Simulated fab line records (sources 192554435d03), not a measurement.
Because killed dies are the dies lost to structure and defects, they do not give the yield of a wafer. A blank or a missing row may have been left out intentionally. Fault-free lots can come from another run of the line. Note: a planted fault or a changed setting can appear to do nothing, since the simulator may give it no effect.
A lot that was struck, set against a sound lot -- flow n5_finfet -- 17 steps out of a route of 1938
Sound: wafers L374.1, L374.2, L374.5. Struck: wafer L385.4. (L385.3, L385.6 of the same lot were not struck and are left out.) The cause comes at the end.
Per side, at each step with rows, come the tool, then ch with its chambers, and then its first start. Under that, the readings that differ: sound wafers -- struck wafers -- difference of the means -- sigmas: that difference in standard deviations of wafers without a fault.
alike: words and numbers the same on both sides, and readings whose means are apart by under 2 such deviations; not compared: readings that were withheld, readings missing a value for some wafer, numbers with overlapping values and no deviation given by the record, and bounds like >300 which may hide the same value.
Wherever a step has rows on one side only, a row that says differs or no value, or a row with sigmas, the two part there. When numbers do not overlap yet have no deviation, they are printed without sigmas and do not part them. Lack of a reading on every wafer of one side parts them only where that side has two or more wafers.

first, 2 steps without rows for these wafers: N5_BEOL_M13_PRECLEAN_39 (cleans in residue remover, time 60 s); N5_BEOL_M13_SRD_40 (time 30 s, dry time 30 s).
N5_BEOL_M13_DEGAS_41: time 60 s.
  sound: pvd_sputter-02 at day 12 05:27; struck: pvd_sputter-02 at day 15 01:09
  alike: heater_power_w, susceptor_temp_C
then, 1 step without rows for these wafers: N5_BEOL_M13_PRE_CLEAN_42 (time 30 s).
N5_BEOL_M13_SPUTTER_43: material TaN, target thk 15 nm, time 24.19 s.
  sound: pvd_sputter-02 at day 12 05:32; struck: pvd_sputter-02 at day 15 01:14
  alike: susceptor_temp_C, throttle_valve_pct
then, 1 step without rows for these wafers: N5_BEOL_M13_SPUTTER_44 (material Ta, target thk 10 nm, time 16.13 s).
N5_BEOL_M13_SPUTTER_45: material Cu, target thk 80 nm, time 13.33 s.
  sound: pvd_sputter-02 at day 12 05:41; struck: pvd_sputter-02 at day 15 01:23
  alike: susceptor_temp_C, throttle_valve_pct
then, 1 step without rows for these wafers: N5_BEOL_M13_ECD_47 (material Cu, target thk 936 nm).
N5_BEOL_M13_ANNEAL_48: time 90 s.
  sound on rtp_anneal-02 ch 0, day 12 05:58; struck on rtp_anneal-02 ch 0, day 15 02:14
  alike: wafer_temp_C_max
N5_BEOL_M13_CMP_49: polishes, stops on SiOC, t overpolish 17.1 s, target thk 420 nm.
  sound on cmp-03 ch 0,2, day 12 06:16; struck on cmp-04 ch 3, day 15 02:29
  alike: barrier_field_endpoint_s, motor_current_A, overpolish_run_s
N5_BEOL_M13_THK_MEAS_50: measures by xrf.
  sound: film_metro-01 at day 12 06:34; struck: film_metro-01 at day 15 02:44
  alike: M13_THK
then, 1 step without rows for these wafers: N5_BEOL_M13_PRE_CLEAN_52 (time 15 s).
N5_BEOL_M13_DEP_53: deposits SiCN from 3MS/NH3, target thk 50 nm, time 17.8 s.
  sound on pecvd-01 ch 0,1,2, day 12 06:38; struck on pecvd-01 ch 0, day 15 02:48
  alike: showerhead_plenum_p_Torr, throttle_valve_pct
N5_BEOL_M13_RS_MEAS_54: measures by four-point-probe.
  sound: film_metro-01 at day 12 06:42; struck: film_metro-01 at day 15 02:52
  alike: M13_RS
N5_BEOL_M13_INSPECT_55: inspects for defects (darkfield).
  sound: defect_inspect-01 at day 12 06:44; struck: defect_inspect-02 at day 15 02:55
reading,sound,struck,difference,sigmas
raw_defect_count,64 75 91,319,+242,+9
then, 1 step without rows for these wafers: N5_BEOL_M14_ILD_DEP_00 (deposits SiO2 from TEOS/O2, target thk 1119.3 nm, time 237.4 s).
N5_PASSIVATION_PROBE_49:
  only the struck wafers here have rows in the record (prober-02, day 16 11:54); the sound ones have none

WHERE THEY PART
Earliest at N5_BEOL_M13_INSPECT_55; latest, in this record, at N5_PASSIVATION_PROBE_49.

WHY: what had been put in by the simulator
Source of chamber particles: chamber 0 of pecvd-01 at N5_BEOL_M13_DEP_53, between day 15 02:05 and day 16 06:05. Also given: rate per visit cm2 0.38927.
